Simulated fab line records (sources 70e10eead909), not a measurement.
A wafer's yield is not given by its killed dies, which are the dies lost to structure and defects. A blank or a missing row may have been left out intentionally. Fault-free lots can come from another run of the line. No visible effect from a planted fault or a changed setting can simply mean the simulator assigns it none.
A lot that was struck, set against a sound lot	flow nand-harc	13 steps out of a route of 1159
Sound: these wafers, L179.2, L179.3, L179.5. Struck: wafers L166.1, L166.2, L166.3. The cause is named last.
For every step that has rows: the tool of each side, followed by ch and its chambers, followed by its first start. Under that, the readings that differ: sound wafers	struck wafers	difference of the means	sigmas: that difference in standard deviations of wafers without a fault.
alike: a reading whose means differ by less than 2 such deviations, as well as words and numbers matching on both sides. not compared: withheld readings; readings where some wafer has no value; bounds like >300 that might hide an equal value; numbers whose values overlap and for which the record gives no deviation.
Wherever a step has rows on one side only, a row that says differs or no value, or a row with sigmas, the two part there. When numbers do not overlap yet have no deviation, they are printed without sigmas and do not part them. Lack of a reading on every wafer of one side parts them only where that side has two or more wafers.

NHARC_A_CONTACT_DEP_28: deposits aC, target thk 3600 nm.
  sound on acl-dep-01 ch 0, day 21 23:16; struck on acl-dep-01 ch 0, day 19 01:43
  alike: throttle-valve-pct
NHARC_A_CONTACT_DEP_29: deposits SiON, target thk 70 nm.
  sound on pecvd-03 ch 0,1, day 22 01:08; struck on pecvd-04 ch 0,1,2, day 19 03:57
  alike: heater-power-w
then, 9 steps without rows for these wafers: NHARC_A_CONTACT_DEHYDRATE_32 (time 120 s); NHARC_A_CONTACT_HMDS_33 (time 30 s); NHARC_A_CONTACT_COAT_34 (time 75 s); NHARC_A_CONTACT_COAT_35 (time 65 s); NHARC_A_CONTACT_COAT_36 (resist thk 90 nm); NHARC_A_CONTACT_SOFTBAKE_37 (time 55 s); NHARC_A_CONTACT_EBR_38; NHARC_A_CONTACT_EXPOSE_39 (exposes mask A CC 3); NHARC_A_CONTACT_PEB_40 (peb time 65 s).
NHARC_A_CONTACT_DEVELOP_41: develop time 35 s.
  struck on litho-track-04, day 19 04:00; sound on litho-track-06 ch 0, day 22 01:00
  no value came back on the struck wafers for chill-plate-temp-C (C), develop-time-s (s); on the sound wafers chill-plate-temp-C (C) reads 22.96 22.94 22.92
NHARC_A_CONTACT_CD_MEAS_42: target cd 200 nm.
  sound on cd-sem-03 ch 0, day 22 01:46; struck on cd-sem-03 ch 0, day 19 04:40
reading	sound	struck	difference	sigmas
cd-nm (nm)	200.5 200.2 200.4	- - -	no value on the struck wafers	

## WHERE THEY PART
Last at NHARC_A_CONTACT_CD_MEAS_42 as far as this record goes, first at NHARC_A_CONTACT_DEVELOP_41.

WHY: what had been put in by the simulator
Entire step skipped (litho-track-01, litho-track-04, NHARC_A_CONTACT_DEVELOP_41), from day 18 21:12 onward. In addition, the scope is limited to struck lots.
